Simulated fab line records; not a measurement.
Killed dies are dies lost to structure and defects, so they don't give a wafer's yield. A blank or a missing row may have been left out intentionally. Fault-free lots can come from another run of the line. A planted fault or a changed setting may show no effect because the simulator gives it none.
What tool caused it? | flow nandHarc | 14 lots with 42 wafers sampled at 5 steps, on a route of 1159 steps

## WHAT THE GAUGES READ, wafer by wafer
NHARC_P_BONDPAD_INSPECT_23.
lot  | measured     | on               | rawDefectCount
L709 | day 6 12:01  | defectInspect-01 | 230 247 254
L710 | day 7 03:52  | defectInspect-02 | 375 209 402
L712 | day 7 06:45  | defectInspect-02 | 337 297 292
L711 | day 7 07:03  | defectInspect-01 | 472 284 542
L713 | day 7 12:35  | defectInspect-01 | 246 394 389
L719 | day 8 22:41  | defectInspect-01 | 441 316 437
L723 | day 10 13:44 | defectInspect-01 | 221 177 192
L725 | day 10 19:26 | defectInspect-01 | 442 377 424
L727 | day 10 22:44 | defectInspect-01 | 349 323 227
L728 | day 11 04:47 | defectInspect-02 | 252 232 248
L729 | day 11 13:41 | defectInspect-01 | 161 176 203
L730 | day 11 20:47 | defectInspect-02 | 454 307 290
L731 | day 11 21:06 | defectInspect-01 | 297 368 333
L732 | day 12 00:56 | defectInspect-01 | 388 389 587

NHARC_A_ONON_D1_THK_MEAS_21: measures by ellipsometry.
lot  | measured     | on           | thkNm (nm)
L709 | day 8 01:35  | filmMetro-02 | 994 994 993
L710 | day 8 13:52  | filmMetro-02 | 995 994 994
L712 | day 8 14:05  | filmMetro-02 | 1008 1003 1006
L711 | day 8 17:33  | filmMetro-02 | 995 997 996
L713 | day 9 01:16  | filmMetro-01 | 1014 1064 1016
L719 | day 10 16:22 | filmMetro-01 | 1014 1061 1014
L723 | day 12 00:59 | filmMetro-02 | 990 989 992
L725 | day 12 10:24 | filmMetro-02 | 1000 999 1001
L727 | day 12 10:24 | filmMetro-02 | 991 991 992
L728 | day 12 18:02 | filmMetro-01 | 1002 1002 1002
L729 | day 13 03:24 | filmMetro-02 | 1006 1005 1006
L730 | day 13 07:11 | filmMetro-02 | 999 999 999
L731 | day 13 07:10 | filmMetro-01 | 1002 1000 1000
L732 | day 13 11:12 | filmMetro-02 | 987 986 986

## WHAT TOOL EACH LOT RAN ON (gives the tool, then ch and the chambers of the sampled wafers, and finally the start)
lot  | NHARC_P_BONDPAD_STRIP_15          | NHARC_A_ZERO_WELL_DESCUM_12       | NHARC_A_ONON_D1_DEP_19
L709 | rieDiel-09 ch 1,2,3, day 6 09:50  | rieDiel-06 ch 1,2,3, day 6 13:29  | pecvdOnon-02 ch 0, day 8 01:08
L710 | rieDiel-09 ch 1,2,3, day 7 01:39  | rieDiel-03 ch 0,1,2, day 7 05:19  | pecvdOnon-03 ch 0, day 8 13:22
L712 | rieDiel-09 ch 0,2, day 7 04:32    | rieDiel-10 ch 0,3, day 7 08:15    | pecvdOnon-02 ch 0, day 8 13:35
L711 | rieDiel-09 ch 0,1,2, day 7 04:53  | rieDiel-06 ch 0,1,3, day 7 08:34  | pecvdOnon-02 ch 0, day 8 17:02
L713 | rieDiel-09 ch 1,2, day 7 10:26    | rieDiel-06 ch 0,1, day 7 14:03    | pecvdOnon-02 ch 0, day 9 00:49
L719 | rieDiel-01 ch 0,2,3, day 8 20:34  | rieDiel-06 ch 0,2,3, day 9 00:04  | pecvdOnon-02 ch 0, day 10 15:51
L723 | rieDiel-11 ch 0,2,3, day 10 11:22 | rieDiel-06 ch 1,2, day 10 15:17   | pecvdOnon-04 ch 0, day 12 00:32
L725 | rieDiel-11 ch 1,3, day 10 17:08   | rieDiel-03 ch 1,2,3, day 10 20:54 | pecvdOnon-04 ch 0, day 12 09:53
L727 | rieDiel-09 ch 0,1,3, day 10 20:34 | rieDiel-10 ch 1,3, day 11 00:12   | pecvdOnon-03 ch 0, day 12 09:53
L728 | rieDiel-09 ch 0,1,2, day 11 02:19 | rieDiel-03 ch 1,2, day 11 06:08   | pecvdOnon-03 ch 0, day 12 17:35
L729 | rieDiel-09 ch 2,3, day 11 11:28   | rieDiel-06 ch 0,1, day 11 15:11   | pecvdOnon-03 ch 0, day 13 02:53
L730 | rieDiel-01 ch 0,1,3, day 11 18:37 | rieDiel-06 ch 0,1,2, day 11 22:09 | pecvdOnon-04 ch 0, day 13 06:44
L731 | rieDiel-01 ch 0,2, day 11 18:56   | rieDiel-06 ch 1,2, day 11 22:38   | pecvdOnon-03 ch 0, day 13 06:40
L732 | rieDiel-01 ch 2,3, day 11 22:44   | rieDiel-10 ch 1,2,3, day 12 02:25 | pecvdOnon-04 ch 0, day 13 10:45
- NHARC_P_BONDPAD_STRIP_15: strips in O2.
- NHARC_A_ZERO_WELL_DESCUM_12: chemistry O2, time 3 s.
- NHARC_A_ONON_D1_DEP_19: target thk 1000 nm.

## WHAT THE TOOLS THEMSELVES READ (means of the sampled wafers that have a number; where no wafer has one, the mark that the record gives instead)
NHARC_P_BONDPAD_STRIP_15.
lot  | tool       | drypumpMotorCurrentA (A) | o2FlowSccm (sccm) | oesProductAu (a.u.) | rfVppV (V) | showerheadPlenumPTorr (Torr) | throttleValvePct (%)
L709 | rieDiel-09 | 5.5                      | 499.5             | 0.995               | 57.3       | 3.39                         | 17.041
L710 | rieDiel-09 | 5.6                      | 500.4             | 0.992               | 56.6       | 3.39                         | 17.042
L712 | rieDiel-09 | 5.5                      | 499.6             | 0.997               | 57.7       | 3.40                         | 17.036
L711 | rieDiel-09 | 5.3                      | 498.1             | 0.997               | 57.7       | 3.42                         | 17.039
L713 | rieDiel-09 | 5.1                      | 500.3             | 1.011               | 57.3       | 3.43                         | 17.025
L719 | rieDiel-01 | 5.7                      | 500.5             | 1.002               | 56.8       | 3.40                         | 17.035
L723 | rieDiel-11 | 5.5                      | 498.8             | 1.004               | 57.2       | 3.47                         | 17.041
L725 | rieDiel-11 | 5.2                      | 498.2             | 1.018               | 57.6       | 3.36                         | 17.037
L727 | rieDiel-09 | 5.8                      | 499.6             | 0.997               | 58.5       | 3.41                         | 17.030
L728 | rieDiel-09 | 5.3                      | 499.0             | 1.003               | 56.3       | 3.41                         | 17.046
L729 | rieDiel-09 | 5.6                      | 500.3             | 1.002               | 57.8       | 3.36                         | 17.037
L730 | rieDiel-01 | 5.5                      | 499.6             | 1.010               | 57.7       | 3.45                         | 17.035
L731 | rieDiel-01 | 6.3                      | 498.8             | 1.006               | 56.9       | 3.35                         | 17.033
L732 | rieDiel-01 | 5.2                      | 500.0             | 1.007               | 58.3       | 3.41                         | 17.047

NHARC_A_ZERO_WELL_DESCUM_12.
lot  | tool       | drypumpMotorCurrentA (A) | o2FlowSccm (sccm) | oesProductAu (a.u.) | rfVppV (V) | showerheadPlenumPTorr (Torr) | throttleValvePct (%)
L709 | rieDiel-06 | 6.1                      | 200.1             | 1.008               | 58.4       | 1.96                         | 11.314
L710 | rieDiel-03 | 5.8                      | 200.1             | 1.006               | 57.6       | 1.88                         | 11.321
L712 | rieDiel-10 | 5.7                      | 200.3             | 1.016               | 57.6       | 1.86                         | 11.309
L711 | rieDiel-06 | 5.9                      | 199.9             | 1.003               | 57.8       | 1.94                         | 11.313
L713 | rieDiel-06 | 5.7                      | 199.7             | 1.008               | 57.5       | 1.85                         | 11.310
L719 | rieDiel-06 | 5.9                      | 200.0             | 0.993               | 58.0       | 2.03                         | 11.308
L723 | rieDiel-06 | 6.0                      | 199.8             | 1.002               | 58.5       | 1.96                         | 11.307
L725 | rieDiel-03 | 5.8                      | 199.5             | 1.015               | 57.4       | 1.83                         | 11.312
L727 | rieDiel-10 | 5.6                      | 199.3             | 0.990               | 57.1       | 1.94                         | 11.311
L728 | rieDiel-03 | 5.6                      | 199.7             | 1.016               | 58.4       | 1.88                         | 11.317
L729 | rieDiel-06 | 5.5                      | 200.0             | 1.013               | 58.3       | 1.92                         | 11.305
L730 | rieDiel-06 | 5.7                      | 199.9             | 1.016               | 57.6       | 1.94                         | 11.306
L731 | rieDiel-06 | 5.9                      | 200.0             | 1.021               | 57.6       | 1.87                         | 11.296
L732 | rieDiel-10 | 5.4                      | 200.4             | 1.009               | 56.9       | 1.88                         | 11.311

## THE ANSWER, worked out from the rows above alone
Rule: the lots themselves supply what counts as usual. Put in order of their means at a reading, lots are off if they are a third of the lots or fewer, leave a main group of 4 or more, and stand apart from it by a gap of 3 or more times the standard deviation of the main group's means; of several such gaps the widest counts. A main group is skipped when, at the precision printed for the reading in the tables above, its means are all equal. Also off: a lot with no number at a reading for which 4 or more lots have one. Any other lot the step has rows for is counted as sound. After the gauges, taken in route order, come the tools' own readings; for these a lot's mean is taken, as printed above. The first step at which some lot is off is used, and at that step the reading that is off furthest; a lot without a number counts as furthest.
Off: L713, L719, at NHARC_A_ONON_D1_THK_MEAS_21 (thkNm). The main group has a mean of 997 nm with a standard deviation of 5.9.
A tool fits if, at a process step before that reading, it ran every lot that is off, and no sound lot after the first of them. The gauges at NHARC_A_ONON_D1_THK_MEAS_21 are tried like those tools. One fits: pecvdOnon-02 at NHARC_A_ONON_D1_DEP_19. Its last sound lot is L711 (day 8 17:02), its first lot that is off L713 (day 9 00:49): a fault that began between those two fits.

## WHAT THE SIMULATOR HAD PUT IN
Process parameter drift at NHARC_A_ONON_D1_DEP_19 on pecvdOnon-02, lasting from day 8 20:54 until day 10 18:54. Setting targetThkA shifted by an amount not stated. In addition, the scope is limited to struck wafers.
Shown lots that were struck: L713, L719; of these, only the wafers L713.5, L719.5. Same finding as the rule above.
